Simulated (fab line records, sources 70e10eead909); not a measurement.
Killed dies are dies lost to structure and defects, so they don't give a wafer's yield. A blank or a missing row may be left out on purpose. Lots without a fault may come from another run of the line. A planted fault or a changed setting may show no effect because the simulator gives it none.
Problem report in the 8D (eight disciplines) form, filled by code | flow nand_harc | the parts of the form that need people (team, actions taken, sign-off) are left out

1. THE PROBLEM
thk_nm at NHARC_A_ONON_D1_THK_MEAS_24 reads a mean of 528 nm on 2 wafers of 1 lot; wafers without a fault read 1000 nm with a standard deviation of 9.3. That is -51 standard deviations from the usual mean.
The step: measures by ellipsometry.
First seen on wafer L509.1, day 9 03:29, on film_metro-01. The record holds 39 wafers of 13 lots with a number at this step. Rule for "out", or "out of limits": more than 4 standard deviations from the usual mean. The other wafers with a number count as sound.

2. WHAT IT IS AND WHAT IT IS NOT
question                    | is               | is not
which readings at this step | thk_nm           | -
which lots                  | L509             | L517, L519, L520, L521, L522, L523, L524, L526, L527, L528, L529, L530
which wafers of those lots  | L509.1, L509.2   | L509.3
read on which gauges        | film_metro-01    | film_metro-02
when                        | from day 9 03:29 | up to then (1 sound wafer); but 36 sound wafers of L517, L519, L520, L521, L522, L523, L524, L526, L527, L528, L529, L530 came after

3. SUSPECTS, AND WHAT RULES EACH OUT
Counting: a tool at a process step up to the reading stays a suspect if it ran every lot that is out. Sound lots after the first of them don't rule it out here, since some wafers of a struck lot are sound.
- the gauge at NHARC_A_ONON_D1_THK_MEAS_24: kept. All the wafers that are out were read on film_metro-01, and no step on other tools shows them out.
- pecvd_onon-03 at NHARC_A_ONON_D1_DEP_22 (target thk 1000 nm): kept. It ran the lot that is out, L509 (day 9 02:59).
Left after counting: pecvd_onon-03 at NHARC_A_ONON_D1_DEP_22, film_metro-01 at NHARC_A_ONON_D1_THK_MEAS_24.

4. THE CAUSE (what the simulator had put in)
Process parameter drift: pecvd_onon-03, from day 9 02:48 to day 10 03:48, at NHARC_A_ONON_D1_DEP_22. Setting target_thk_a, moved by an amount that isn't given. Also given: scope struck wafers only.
Counting left 2 suspects, and this tool is among them.

5. THE CHAIN OF EFFECTS, in route order
Each row: a reading whose mean over the struck wafers that have a number lies more than 3 standard deviations from the usual. Only readings for which the record gives a usual standard deviation are gone through. hours: the time from each lot's start at the first step in this table that gives one to its start at this step, as a median over the lots. sigmas: the change in usual standard deviations.
hours | step                        | reading | usual   | on struck wafers | change | sigmas
0     | NHARC_A_ONON_D1_THK_MEAS_24 | thk_nm  | 1000 nm | 528              | -472   | -51

6. WHAT WOULD HAVE CAUGHT IT SOONER
In this record the first reading out of limits at a measuring or inspecting step was taken at day 9 03:29, 1 hour after the fault began at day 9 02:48.
All the lots that are out (1) had begun NHARC_A_ONON_D1_DEP_22 on pecvd_onon-03 by day 9 03:29. A hold on the tool at that time would have spared none of them.
